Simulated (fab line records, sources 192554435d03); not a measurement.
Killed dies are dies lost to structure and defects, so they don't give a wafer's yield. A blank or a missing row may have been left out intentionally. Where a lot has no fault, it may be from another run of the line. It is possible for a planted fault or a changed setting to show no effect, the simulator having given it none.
fab line records | flow n5Finfet | part 1 of 2: steps 1 to 21 of 26
record lots=5 | wafers=15 | lastDay=14
route steps=1938 shown DUMMY_GATE@222
lots that met no fault: from a run of the same line without faults
startH: the number of hours between the record's first day and the start of the first shown wafer of the lot | waitH: hours from the lot's prior step to this one | " the same as in the row above | L1.1+2: one row covering several wafers at once | - no value present, or no start provided | * or withheld: withheld | < > ~ a bound
route shown NAME@n: NAME is a module with steps in the file, n the number in the route of the first one | usual: average and standard deviation across the fault-free wafers | same: alike in all rows | chamber/n: place in a boat | sites: the reading at each site | _std_site: the values' standard deviation | _edge_site: inner sites' mean taken away from outer sites' mean | radiusMm: for every site, how far away it sits from the centre of the wafer | mask NAME#n: copy n | behind: the last tool/chamber to shape the wafer | hold: why the lot was held/for how many hours/how that ended | device: the n, p or np transistor that did not switch | end of line: at the end of the route, the tests of the same wafers | where a step has no rows: the recipe by itself | killed: dies lost to structure and defects at the first sort, not the wafer's yield | map: dies across one wafer; x = killed, . = not, _ = none there
set.NAME: the setting as run; set.NAME@STEP: as run at that earlier step | model.NAME: the simulator's own value behind a step, which no gauge read
lots at some steps of the route; a table a step, a row a wafer
services: from which hour (startH, from the record's first day; less than 0 if before it) a tool's chamber was out of use, for how many hours, and why
## steps
# step N5_DUMMY_GATE_COAT_34
# recipe resist=SOC | tempC=250 | timeS=60 | spinRpm=1500 | resistThkNm=60
# usual heaterPowerTotalW=500.3/1.8
# same timeS=60
lot.wafer | tool          | chamber | startH | waitH | heaterPowerTotalW
L074.4    | lithoTrack-05 | 0       | 46.38  | 0.0   | 499.2
L074.5    | "             | 0       | "      | "     | 502.1
L074.6    | "             | 0       | "      | "     | 498.7
L076.3    | lithoTrack-03 | 0       | 61.86  | 0.0   | 501.2
L076.5    | "             | 0       | "      | "     | 498.8
L076.6    | "             | 0       | "      | "     | 497.3
L084.2    | lithoTrack-01 | 0       | 107.16 | 0.0   | 500.9
L084.4    | "             | 0       | "      | "     | 501.3
L084.5    | "             | 0       | "      | "     | 502.5
L085.1    | lithoTrack-01 | 0       | 114.55 | 0.0   | 498.6
L085.2    | "             | 0       | "      | "     | 500.9
L085.6    | "             | 0       | "      | "     | 502.5
L088.2    | lithoTrack-01 | 0       | 129.96 | 0.0   | 501.1
L088.5    | "             | 0       | "      | "     | 499.3
L088.6    | "             | 0       | "      | "     | 499.3
# step N5_DUMMY_GATE_COAT_35
# recipe resist=SiARC | tempC=220 | timeS=60 | spinRpm=1500 | resistThkNm=10
# usual heaterPowerTotalW=427.3/2
# same timeS=60
lot.wafer | tool          | chamber | startH | waitH | heaterPowerTotalW
L074.4    | lithoTrack-05 | 0       | -      | -     | 424.5
L074.5    | "             | 0       | "      | "     | 427.2
L074.6    | "             | 0       | "      | "     | 429.8
L076.3    | lithoTrack-03 | 0       | -      | -     | 428.9
L076.5    | "             | 0       | "      | "     | 427.7
L076.6    | "             | 0       | "      | "     | 424.4
L084.2    | lithoTrack-01 | 0       | -      | -     | 428.1
L084.4    | "             | 0       | "      | "     | 426.0
L084.5    | "             | 0       | "      | "     | 428.8
L085.1    | lithoTrack-01 | 0       | -      | -     | 429.4
L085.2    | "             | 0       | "      | "     | 430.1
L085.6    | "             | 0       | "      | "     | 426.9
L088.2    | lithoTrack-01 | 0       | -      | -     | 426.6
L088.5    | "             | 0       | "      | "     | 428.4
L088.6    | "             | 0       | "      | "     | 427.9
# step N5_DUMMY_GATE_COAT_28
# recipe resist=underlayer | tempC=205 | timeS=60 | spinRpm=1500 | resistThkNm=10
# usual heaterPowerTotalW=391.6/1.3
# same timeS=60
lot.wafer | tool          | chamber | startH | waitH | heaterPowerTotalW
L074.4    | lithoTrack-05 | 0       | -      | -     | 392.3
L074.5    | "             | 0       | "      | "     | 390.5
L074.6    | "             | 0       | "      | "     | 389.9
L076.3    | lithoTrack-03 | 0       | -      | -     | 391.0
L076.5    | "             | 0       | "      | "     | 389.7
L076.6    | "             | 0       | "      | "     | 391.4
L084.2    | lithoTrack-01 | 0       | -      | -     | 391.1
L084.4    | "             | 0       | "      | "     | 392.5
L084.5    | "             | 0       | "      | "     | 390.0
L085.1    | lithoTrack-01 | 0       | -      | -     | 389.6
L085.2    | "             | 0       | "      | "     | 393.0
L085.6    | "             | 0       | "      | "     | 393.1
L088.2    | lithoTrack-01 | 0       | -      | -     | 392.7
L088.5    | "             | 0       | "      | "     | 393.6
L088.6    | "             | 0       | "      | "     | 390.4
# step N5_DUMMY_GATE_COAT_09
# recipe resist=CAR-EUV | spinRpm=1500 | resistThkNm=30
lot.wafer  | tool          | chamber | startH | waitH
L074.4+5+6 | lithoTrack-05 | 0       | -      | -
L076.3+5+6 | lithoTrack-03 | 0       | -      | -
L084.2+4+5 | lithoTrack-01 | 0       | -      | -
L085.1+2+6 | lithoTrack-01 | 0       | -      | -
L088.2+5+6 | lithoTrack-01 | 0       | -      | -
# step N5_DUMMY_GATE_EBR_11
# recipe solvent=PGMEA | ebrWidthMm=1.5
lot.wafer  | tool          | chamber | startH | waitH
L074.4+5+6 | lithoTrack-05 | 0       | -      | -
L076.3+5+6 | lithoTrack-03 | 0       | -      | -
L084.2+4+5 | lithoTrack-01 | 0       | -      | -
L085.1+2+6 | lithoTrack-01 | 0       | -      | -
L088.2+5+6 | lithoTrack-01 | 0       | -      | -
# step N5_DUMMY_GATE_SOFTBAKE_10
# recipe tempC=110 | timeS=60 | resist=CAR-EUV
# usual heaterPowerTotalW=175.5/1.7
# same timeS=60
lot.wafer | tool          | chamber | startH | waitH | heaterPowerTotalW
L074.4    | lithoTrack-05 | 0       | -      | -     | 176.1
L074.5    | "             | 0       | "      | "     | 175.4
L074.6    | "             | 0       | "      | "     | 176.0
L076.3    | lithoTrack-03 | 0       | -      | -     | 173.3
L076.5    | "             | 0       | "      | "     | 173.4
L076.6    | "             | 0       | "      | "     | 174.0
L084.2    | lithoTrack-01 | 0       | -      | -     | 173.0
L084.4    | "             | 0       | "      | "     | 177.5
L084.5    | "             | 0       | "      | "     | 173.1
L085.1    | lithoTrack-01 | 0       | -      | -     | 174.1
L085.2    | "             | 0       | "      | "     | 177.1
L085.6    | "             | 0       | "      | "     | 177.3
L088.2    | lithoTrack-01 | 0       | -      | -     | 173.0
L088.5    | "             | 0       | "      | "     | 176.3
L088.6    | "             | 0       | "      | "     | 177.2
# step N5_DUMMY_GATE_EXPOSE_12
# recipe maskId=GATE | na=0.33 | sourceShape=annular | sigmaInner=0.2 | sigmaOuter=0.6 | polarization=unpolarized | targetCdNm=25 | doseMj=34
# usual reticleTempC=22.99/0.094
lot.wafer | tool          | chamber | startH | waitH | mask   | reticleTempC
L074.4    | euvScanner-01 | 0       | 46.54  | -     | GATE#0 | 22.98
L074.5    | "             | 0       | "      | "     | GATE#0 | 22.93
L074.6    | "             | 0       | "      | "     | GATE#0 | 22.78
L076.3    | euvScanner-01 | 0       | 62.01  | -     | GATE#0 | 23.05
L076.5    | "             | 0       | "      | "     | GATE#0 | 23.29
L076.6    | "             | 0       | "      | "     | GATE#0 | 23.13
L084.2    | euvScanner-01 | 0       | 107.30 | -     | GATE#0 | 22.96
L084.4    | "             | 0       | "      | "     | GATE#0 | 23.23
L084.5    | "             | 0       | "      | "     | GATE#0 | 23.11
L085.1    | euvScanner-02 | 0       | 119.50 | -     | GATE#0 | 23.04
L085.2    | "             | 0       | "      | "     | GATE#0 | 22.93
L085.6    | "             | 0       | "      | "     | GATE#0 | 22.97
L088.2    | euvScanner-01 | 0       | 130.23 | -     | GATE#0 | 22.94
L088.5    | "             | 0       | "      | "     | GATE#0 | 23.13
L088.6    | "             | 0       | "      | "     | GATE#0 | 23.03
# step N5_DUMMY_GATE_PEB_13
# recipe pebTempC=100 | pebTimeS=60 | resist=CAR-EUV
# usual heaterPowerTotalW=154.1/1.1
lot.wafer | tool          | chamber | startH | waitH | heaterPowerTotalW
L074.4    | lithoTrack-03 | 0       | 46.58  | 0.0   | 153.1
L074.5    | "             | 0       | "      | "     | 152.6
L074.6    | "             | 0       | "      | "     | 153.3
L076.3    | lithoTrack-05 | 0       | 62.06  | 0.0   | 153.0
L076.5    | "             | 0       | "      | "     | 154.5
L076.6    | "             | 0       | "      | "     | 154.4
L084.2    | lithoTrack-03 | 0       | 107.36 | 0.0   | 152.8
L084.4    | "             | 0       | "      | "     | 155.2
L084.5    | "             | 0       | "      | "     | 154.7
L085.1    | lithoTrack-01 | 0       | 119.56 | 0.1   | 153.8
L085.2    | "             | 0       | "      | "     | 154.1
L085.6    | "             | 0       | "      | "     | 154.2
L088.2    | lithoTrack-05 | 0       | 130.28 | 0.0   | 154.5
L088.5    | "             | 0       | "      | "     | 154.8
L088.6    | "             | 0       | "      | "     | 153.8
# step N5_DUMMY_GATE_DEVELOP_14
# recipe developTimeS=30 | developer=TMAH | resist=CAR-EUV | rinseLiquid=surfactantRinse | dry=airSpin | devTempC=23
lot.wafer  | tool          | chamber | startH | waitH
L074.4+5+6 | lithoTrack-03 | 0       | -      | -
L076.3+5+6 | lithoTrack-05 | 0       | -      | -
L084.2+4+5 | lithoTrack-03 | 0       | -      | -
L085.1+2+6 | lithoTrack-01 | 0       | -      | -
L088.2+5+6 | lithoTrack-05 | 0       | -      | -
# step N5_DUMMY_GATE_CD_MEAS_15
# recipe targetCdNm=25.8 | landingEnergyEv=500 | detector=seInlens
# usual cdNm=25.04/0.21
lot.wafer | tool     | chamber | startH | waitH | cdNm
L074.4    | cdSem-03 | 0       | 46.65  | -     | 25.44
L074.5    | "        | 0       | "      | "     | 24.91
L074.6    | "        | 0       | "      | "     | 24.97
L076.3    | cdSem-03 | 0       | 62.13  | -     | 25.13
L076.5    | "        | 0       | "      | "     | 25.06
L076.6    | "        | 0       | "      | "     | 24.67
L084.2    | cdSem-02 | 0       | 107.43 | -     | 24.93
L084.4    | "        | 0       | "      | "     | 24.87
L084.5    | "        | 0       | "      | "     | 24.83
L085.1    | cdSem-03 | 0       | 119.63 | -     | 24.99
L085.2    | "        | 0       | "      | "     | 25.05
L085.6    | "        | 0       | "      | "     | 24.93
L088.2    | cdSem-03 | 0       | 130.35 | -     | 24.85
L088.5    | "        | 0       | "      | "     | 24.98
L088.6    | "        | 0       | "      | "     | 25.01
# step N5_DUMMY_GATE_OVL_MEAS_16
# recipe pointsPerWafer=522
# usual GATE_OVL=0.3/0.74
lot.wafer | tool       | chamber | startH | waitH | GATE_OVL[nm]
L074.4    | overlay-02 | 0       | 46.70  | 0.0   | 0.4
L074.5    | "          | 0       | "      | "     | 0.1
L074.6    | "          | 0       | "      | "     | 0.1
L076.3    | overlay-02 | 0       | 62.17  | 0.0   | 1.7
L076.5    | "          | 0       | "      | "     | 0.3
L076.6    | "          | 0       | "      | "     | 0.3
L084.2    | overlay-01 | 0       | 107.47 | 0.0   | 0.8
L084.4    | "          | 0       | "      | "     | -0.7
L084.5    | "          | 0       | "      | "     | 1.0
L085.1    | overlay-02 | 0       | 119.67 | 0.0   | 0.7
L085.2    | "          | 0       | "      | "     | 0.8
L085.6    | "          | 0       | "      | "     | 0.2
L088.2    | overlay-02 | 0       | 130.40 | 0.0   | -0.9
L088.5    | "          | 0       | "      | "     | -0.7
L088.6    | "          | 0       | "      | "     | -0.3
# step N5_DUMMY_GATE_INSPECT_17
# recipe mode=adi | inspectInstrument=brightfield
# usual rawDefectCount=180/41
lot.wafer | tool             | chamber | startH | waitH | rawDefectCount
L074.4    | defectInspect-01 | -       | 46.74  | 0.0   | 138
L074.5    | "                | -       | "      | "     | 135
L074.6    | "                | -       | "      | "     | 105
L076.3    | defectInspect-01 | -       | 62.22  | 0.0   | 192
L076.5    | "                | -       | "      | "     | 159
L076.6    | "                | -       | "      | "     | 112
L084.2    | defectInspect-01 | -       | 107.53 | 0.1   | 192
L084.4    | "                | -       | "      | "     | 136
L084.5    | "                | -       | "      | "     | 166
L085.1    | defectInspect-02 | -       | 119.73 | 0.1   | 257
L085.2    | "                | -       | "      | "     | 208
L085.6    | "                | -       | "      | "     | 189
L088.2    | defectInspect-02 | -       | 130.45 | 0.0   | 257
L088.5    | "                | -       | "      | "     | 113
L088.6    | "                | -       | "      | "     | 200
# step N5_DUMMY_GATE_DESCUM_20
# recipe chemistry=O2 | timeS=6.2 | sourcePowerW=50 | biasPowerW=20 | pressureMtorr=20 | rfFrequencyHz=2.712e+07 | tempC=40 | resist=CAR-EUV | o2FlowSccm=225
# usual drypumpMotorCurrentA=5.6/0.42 | oesProductAu=0.79/0.083 | rfVppV=243.5/1.3 | showerheadPlenumPTorr=2.11/0.069 | throttleValvePct=20.41/0.24
# same timeS=6.2
lot.wafer | tool       | chamber | startH | waitH | drypumpMotorCurrentA | oesProductAu | rfHoursCounterH | rfVppV | showerheadPlenumPTorr | throttleValvePct
L074.4    | rieDiel-05 | 2       | 46.81  | 0.1   | 6.4                  | 0.73         | -               | 240.4  | 2.01                  | 20.73
L074.5    | "          | 1       | "      | "     | 5.0                  | 0.74         | -               | 245.5  | 2.17                  | 20.19
L074.6    | "          | 3       | "      | "     | 5.5                  | 0.79         | -               | 241.5  | 2.02                  | 20.47
L076.3    | rieDiel-02 | 0       | 62.25  | 0.0   | 5.9                  | 0.69         | 253             | 242.1  | 1.96                  | 20.16
L076.5    | "          | 3       | "      | "     | 5.8                  | 0.78         | -               | 245.1  | 2.19                  | 20.39
L076.6    | "          | 0       | "      | "     | 5.9                  | 0.69         | -               | 241.0  | 1.96                  | 20.17
L084.2    | rieDiel-03 | 1       | 107.57 | 0.0   | 5.4                  | 0.83         | 85              | 243.0  | 2.11                  | 20.20
L084.4    | "          | 3       | "      | "     | 5.3                  | 0.72         | 171             | 243.0  | 2.08                  | 20.34
L084.5    | "          | 1       | "      | "     | 5.4                  | 0.84         | -               | 242.9  | 2.11                  | 20.20
L085.1    | rieDiel-05 | 2       | 120.06 | 0.3   | 6.4                  | 0.71         | 197             | 242.1  | 2.00                  | 20.76
L085.2    | "          | 3       | "      | "     | 5.5                  | 0.77         | 145             | 241.7  | 2.01                  | 20.53
L085.6    | "          | 0       | "      | "     | 6.4                  | 0.69         | -               | 243.4  | 2.07                  | 20.75
L088.2    | rieDiel-05 | 0       | 130.83 | 0.4   | 6.4                  | 0.69         | 218             | 242.7  | 2.07                  | 20.76
L088.5    | "          | 1       | "      | "     | 5.0                  | 0.73         | -               | 243.9  | 2.16                  | 20.24
L088.6    | "          | 2       | "      | "     | 6.3                  | 0.70         | -               | 240.8  | 2.00                  | 20.75
# step N5_DUMMY_GATE_ETCH_29
# recipe chemistry=N2/H2 | target=underlayer | targetDepthA=130 | ionEnergyEv=200 | pressureMtorr=30 | sourceW=840 | biasW=150 | n2FlowSccm=200 | h2FlowSccm=200
# usual drypumpMotorCurrentA=5.6/0.43 | oesProductAu=0.79/0.08 | rfVppV=524.6/2.5 | showerheadPlenumPTorr=2.56/0.082 | throttleValvePct=17.82/0.27
lot.wafer | tool       | chamber | startH | waitH | drypumpMotorCurrentA | oesProductAu | rfHoursCounterH | rfVppV | showerheadPlenumPTorr | throttleValvePct
L074.4    | rieDiel-05 | 2       | 46.86  | 0.0   | 6.3                  | 0.73         | -               | 519.9  | 2.43                  | 18.14
L074.5    | "          | 1       | "      | "     | 5.0                  | 0.76         | -               | 527.4  | 2.64                  | 17.77
L074.6    | "          | 3       | "      | "     | 5.5                  | 0.79         | -               | 522.8  | 2.46                  | 17.96
L076.3    | rieDiel-02 | 0       | 62.32  | 0.0   | 5.9                  | 0.67         | 253             | 520.9  | 2.39                  | 17.56
L076.5    | "          | 3       | "      | "     | 5.7                  | 0.78         | -               | 527.1  | 2.65                  | 17.69
L076.6    | "          | 0       | "      | "     | 5.9                  | 0.67         | -               | 520.2  | 2.39                  | 17.56
L084.2    | rieDiel-03 | 1       | 107.63 | 0.0   | 5.4                  | 0.84         | 85              | 524.7  | 2.56                  | 17.62
L084.4    | "          | 3       | "      | "     | 5.4                  | 0.72         | 171             | 523.7  | 2.53                  | 17.81
L084.5    | "          | 1       | "      | "     | 5.4                  | 0.84         | -               | 526.4  | 2.56                  | 17.62
L085.1    | rieDiel-05 | 2       | 120.12 | 0.0   | 6.4                  | 0.71         | 197             | 520.7  | 2.42                  | 18.17
L085.2    | "          | 3       | "      | "     | 5.5                  | 0.77         | 145             | 521.6  | 2.45                  | 17.99
L085.6    | "          | 0       | "      | "     | 6.4                  | 0.70         | -               | 523.3  | 2.51                  | 18.20
L088.2    | rieDiel-05 | 0       | 130.89 | 0.0   | 6.4                  | 0.70         | 218             | 523.0  | 2.51                  | 18.21
L088.5    | "          | 1       | "      | "     | 5.0                  | 0.73         | -               | 525.9  | 2.63                  | 17.80
L088.6    | "          | 2       | "      | "     | 6.4                  | 0.70         | -               | 519.9  | 2.42                  | 18.17
# step N5_DUMMY_GATE_ETCH_36
# recipe chemistry=CF4 | target=SiARC | targetDepthA=130 | pressureMtorr=40 | sourceW=545 | biasW=36 | Ar_flow_sccm=100 | cf4FlowSccm=100 | ionEnergyEv=80
# usual cf4FlowSccm=99.99/0.28 | drypumpMotorCurrentA=5.6/0.43 | oesProductAu=0.79/0.079 | rfVppV=184.3/1.2 | showerheadPlenumPTorr=2.16/0.068 | throttleValvePct=15.58/0.24
lot.wafer | tool       | chamber | startH | waitH | cf4FlowSccm | drypumpMotorCurrentA | oesProductAu | rfHoursCounterH | rfVppV | showerheadPlenumPTorr | throttleValvePct
L074.4    | rieDiel-05 | 2       | 46.90  | 0.0   | 100.01      | 6.3                  | 0.72         | -               | 182.2  | 2.05                  | 15.83
L074.5    | "          | 1       | "      | "     | 100.57      | 5.0                  | 0.75         | -               | 186.3  | 2.21                  | 15.42
L074.6    | "          | 3       | "      | "     | 99.66       | 5.5                  | 0.79         | -               | 183.9  | 2.07                  | 15.65
L076.3    | rieDiel-02 | 0       | 62.36  | 0.0   | 100.19      | 5.9                  | 0.67         | 253             | 182.7  | 2.02                  | 15.52
L076.5    | "          | 3       | "      | "     | 99.67       | 5.8                  | 0.77         | -               | 187.2  | 2.24                  | 15.61
L076.6    | "          | 0       | "      | "     | 99.68       | 5.9                  | 0.67         | -               | 182.7  | 2.02                  | 15.51
L084.2    | rieDiel-03 | 1       | 107.67 | 0.0   | 100.23      | 5.4                  | 0.84         | 85              | 183.4  | 2.17                  | 15.42
L084.4    | "          | 3       | "      | "     | 99.60       | 5.3                  | 0.72         | 171             | 183.3  | 2.14                  | 15.61
L084.5    | "          | 1       | "      | "     | 99.90       | 5.4                  | 0.83         | -               | 184.6  | 2.17                  | 15.43
L085.1    | rieDiel-05 | 2       | 120.16 | 0.0   | 99.90       | 6.4                  | 0.71         | 197             | 183.1  | 2.04                  | 15.90
L085.2    | "          | 3       | "      | "     | 100.29      | 5.5                  | 0.78         | 145             | 182.9  | 2.06                  | 15.71
L085.6    | "          | 0       | "      | "     | 100.04      | 6.4                  | 0.69         | -               | 182.2  | 2.12                  | 15.99
L088.2    | rieDiel-05 | 0       | 130.93 | 0.0   | 100.04      | 6.4                  | 0.70         | 218             | 184.6  | 2.12                  | 15.98
L088.5    | "          | 1       | "      | "     | 100.32      | 5.0                  | 0.73         | -               | 186.5  | 2.20                  | 15.51
L088.6    | "          | 2       | "      | "     | 99.55       | 6.4                  | 0.71         | -               | 182.9  | 2.04                  | 15.89
# step N5_DUMMY_GATE_ETCH_37
# recipe chemistry=N2/H2 | target=SOC | targetDepthA=600 | overetchA=300 | tempC=40 | ionEnergyEv=200 | pressureMtorr=30 | sourceW=840 | biasW=150 | n2FlowSccm=200 | h2FlowSccm=200
# usual drypumpMotorCurrentA=5.6/0.43 | oesProductAu=0.62/0.06 | rfVppV=524.5/2.5 | showerheadPlenumPTorr=2.56/0.082 | throttleValvePct=17.75/0.26
lot.wafer | tool       | chamber | startH | waitH | drypumpMotorCurrentA | oesProductAu | rfHoursCounterH | rfVppV | showerheadPlenumPTorr | throttleValvePct
L074.4    | rieDiel-05 | 2       | 46.94  | 0.0   | 6.3                  | 0.58         | -               | 520.1  | 2.43                  | 18.05
L074.5    | "          | 1       | "      | "     | 5.0                  | 0.59         | -               | 526.7  | 2.64                  | 17.70
L074.6    | "          | 3       | "      | "     | 5.5                  | 0.62         | -               | 521.6  | 2.46                  | 17.89
L076.3    | rieDiel-02 | 0       | 62.40  | 0.0   | 5.9                  | 0.53         | 253             | 520.5  | 2.39                  | 17.52
L076.5    | "          | 3       | "      | "     | 5.8                  | 0.60         | -               | 526.9  | 2.65                  | 17.63
L076.6    | "          | 0       | "      | "     | 5.9                  | 0.54         | -               | 519.6  | 2.39                  | 17.51
L084.2    | rieDiel-03 | 1       | 107.71 | 0.0   | 5.4                  | 0.66         | 85              | 524.3  | 2.56                  | 17.53
L084.4    | "          | 3       | "      | "     | 5.4                  | 0.58         | 171             | 523.4  | 2.53                  | 17.74
L084.5    | "          | 1       | "      | "     | 5.5                  | 0.66         | -               | 524.8  | 2.56                  | 17.53
L085.1    | rieDiel-05 | 2       | 120.20 | 0.0   | 6.4                  | 0.56         | 197             | 520.0  | 2.42                  | 18.11
L085.2    | "          | 3       | "      | "     | 5.5                  | 0.61         | 145             | 520.7  | 2.45                  | 17.92
L085.6    | "          | 0       | "      | "     | 6.4                  | 0.55         | -               | 523.9  | 2.51                  | 18.14
L088.2    | rieDiel-05 | 0       | 130.97 | 0.0   | 6.5                  | 0.56         | 218             | 520.8  | 2.51                  | 18.13
L088.5    | "          | 1       | "      | "     | 5.1                  | 0.58         | -               | 527.5  | 2.63                  | 17.72
L088.6    | "          | 2       | "      | "     | 6.4                  | 0.56         | -               | 521.4  | 2.42                  | 18.11
# step N5_DUMMY_GATE_STRIP_38
# recipe chemistry=N2/H2 | tempC=40 | n2FlowSccm=200 | h2FlowSccm=200 | rfFrequencyHz=6e+07
lot.wafer  | tool       | chamber | startH | waitH
L074.4+5+6 | rieDiel-05 | 2,1,3   | 46.97  | 0.0
L076.3+5+6 | rieDiel-02 | 0,3,0   | 62.44  | 0.0
L084.2+4+5 | rieDiel-03 | 1,3,1   | 107.75 | 0.0
L085.1+2+6 | rieDiel-05 | 2,3,0   | 120.24 | 0.0
L088.2+5+6 | rieDiel-05 | 0,1,2   | 131.01 | 0.0
# step N5_DUMMY_GATE_STRIP_39
# recipe chemistry=N2/H2 | tempC=40 | n2FlowSccm=200 | h2FlowSccm=200 | rfFrequencyHz=6e+07
lot.wafer  | tool       | chamber | startH | waitH
L074.4+5+6 | rieDiel-05 | 2,1,3   | 46.98  | 0.0
L076.3+5+6 | rieDiel-02 | 0,3,0   | 62.45  | 0.0
L084.2+4+5 | rieDiel-03 | 1,3,1   | 107.76 | 0.0
L085.1+2+6 | rieDiel-05 | 2,3,0   | 120.25 | 0.0
L088.2+5+6 | rieDiel-05 | 0,1,2   | 131.02 | 0.0
# step N5_DUMMY_GATE_TRIM_49
# recipe chemistry=O2 | resist=SOC | timeS=29 | targetCdNm=14 | sourcePowerW=300 | biasPowerW=0 | O2_flow_sccm=100 | tempC=20
# usual drypumpMotorCurrentA=5.8/0.42 | oesProductAu=1.002/0.014 | throttleValvePct=8.16/0.18
# same timeS=29
lot.wafer | tool     | chamber | startH | waitH | drypumpMotorCurrentA | oesProductAu | rfHoursCounterH | throttleValvePct
L074.4    | rieSi-05 | 1       | 47.00  | 0.0   | 5.9                  | 1.003        | 26              | 7.84
L074.5    | "        | 2       | "      | "     | 5.5                  | 1.002        | -               | 8.14
L074.6    | "        | 1       | "      | "     | 5.9                  | 0.989        | -               | 7.83
L076.3    | rieSi-05 | 2       | 62.48  | 0.0   | 5.4                  | 0.997        | 19              | 8.12
L076.5    | "        | 3       | "      | "     | 6.7                  | 1.024        | -               | 8.18
L076.6    | "        | 2       | "      | "     | 5.5                  | 0.996        | -               | 8.14
L084.2    | rieSi-05 | 1       | 107.79 | 0.0   | 5.9                  | 1.003        | 27              | 7.83
L084.4    | "        | 3       | "      | "     | 6.8                  | 1.009        | 13              | 8.17
L084.5    | "        | 1       | "      | "     | 5.9                  | 0.991        | -               | 7.84
L085.1    | rieSi-03 | 2       | 120.29 | 0.0   | 5.3                  | 1.021        | 44              | 7.85
L085.2    | "        | 3       | "      | "     | 5.4                  | 0.997        | 134             | 8.15
L085.6    | "        | 2       | "      | "     | 5.4                  | 1.024        | -               | 7.84
L088.2    | rieSi-01 | 3       | 131.05 | 0.0   | 5.8                  | 0.995        | 177             | 8.36
L088.5    | "        | 0       | "      | "     | 5.3                  | 1.005        | -               | 8.13
L088.6    | "        | 1       | "      | "     | 5.6                  | 0.966        | -               | 8.26
# step N5_DUMMY_GATE_STRIP_40
# recipe chemistry=CF4 | resist=SiARC | powerW=300 | biasPowerW=75 | pressureMtorr=50 | cf4FlowSccm=150 | rfFrequencyHz=6e+07
# usual cf4FlowSccm=150.0/0.46 | drypumpMotorCurrentA=5.6/0.45 | oesProductAu=0.77/0.078 | rfVppV=271.3/1.6 | showerheadPlenumPTorr=1.80/0.056 | throttleValvePct=13.58/0.24
lot.wafer | tool       | chamber | startH | waitH | cf4FlowSccm | drypumpMotorCurrentA | oesProductAu | rfHoursCounterH | rfVppV | showerheadPlenumPTorr | throttleValvePct
L074.4    | rieDiel-02 | 1       | 47.10  | 0.1   | 150.0       | 5.4                  | 0.67         | 249             | 270.9  | 1.83                  | 13.73
L074.5    | "          | 3       | "      | "     | 150.9       | 5.8                  | 0.77         | -               | 271.7  | 1.87                  | 13.60
L074.6    | "          | 0       | "      | "     | 150.0       | 5.9                  | 0.68         | -               | 266.8  | 1.70                  | 13.53
L076.3    | rieDiel-05 | 2       | 62.58  | 0.1   | 150.9       | 6.3                  | 0.71         | 180             | 269.8  | 1.72                  | 13.85
L076.5    | "          | 2       | "      | "     | 150.5       | 6.3                  | 0.71         | -               | 269.7  | 1.72                  | 13.84
L076.6    | "          | 3       | "      | "     | 150.7       | 5.5                  | 0.77         | -               | 268.8  | 1.73                  | 13.62
L084.2    | rieDiel-02 | 0       | 107.89 | 0.1   | 150.2       | 5.9                  | 0.96         | 6               | 273.0  | 1.90                  | 12.98
L084.4    | "          | 1       | "      | "     | 150.5       | 5.4                  | 0.90         | 13              | 271.6  | 1.83                  | 13.19
L084.5    | "          | 1       | "      | "     | 151.3       | 5.4                  | 0.89         | -               | 273.3  | 1.83                  | 13.19
L085.1    | rieDiel-05 | 1       | 120.38 | 0.1   | 150.1       | 5.0                  | 0.73         | 187             | 271.1  | 1.84                  | 13.47
L085.2    | "          | 2       | "      | "     | 149.7       | 6.3                  | 0.70         | 197             | 269.2  | 1.71                  | 13.88
L085.6    | "          | 2       | "      | "     | 150.4       | 6.3                  | 0.70         | -               | 268.2  | 1.71                  | 13.88
L088.2    | rieDiel-05 | 2       | 131.19 | 0.1   | 149.5       | 6.4                  | 0.70         | 201             | 269.9  | 1.71                  | 13.90
L088.5    | "          | 2       | "      | "     | 149.2       | 6.4                  | 0.70         | -               | 270.1  | 1.71                  | 13.91
L088.6    | "          | 3       | "      | "     | 149.9       | 5.5                  | 0.75         | -               | 269.7  | 1.72                  | 13.66
# step N5_DUMMY_GATE_CD_MEAS_50
# recipe targetCdNm=14
# usual cdNm=14.05/0.27
lot.wafer | tool     | chamber | startH | waitH | cdNm
L074.4    | cdSem-01 | -       | 47.16  | 0.0   | 14.14
L074.5    | "        | -       | "      | "     | 13.93
L074.6    | "        | -       | "      | "     | 13.93
L076.3    | cdSem-03 | -       | 62.63  | 0.0   | 14.15
L076.5    | "        | -       | "      | "     | 13.94
L076.6    | "        | -       | "      | "     | 14.07
L084.2    | cdSem-02 | -       | 107.94 | 0.0   | 13.66
L084.4    | "        | -       | "      | "     | 14.63
L084.5    | "        | -       | "      | "     | 14.19
L085.1    | cdSem-03 | -       | 120.43 | 0.0   | 14.32
L085.2    | "        | -       | "      | "     | 14.07
L085.6    | "        | -       | "      | "     | 13.79
L088.2    | cdSem-02 | -       | 131.24 | 0.0   | 13.78
L088.5    | "        | -       | "      | "     | 14.34
L088.6    | "        | -       | "      | "     | 14.67
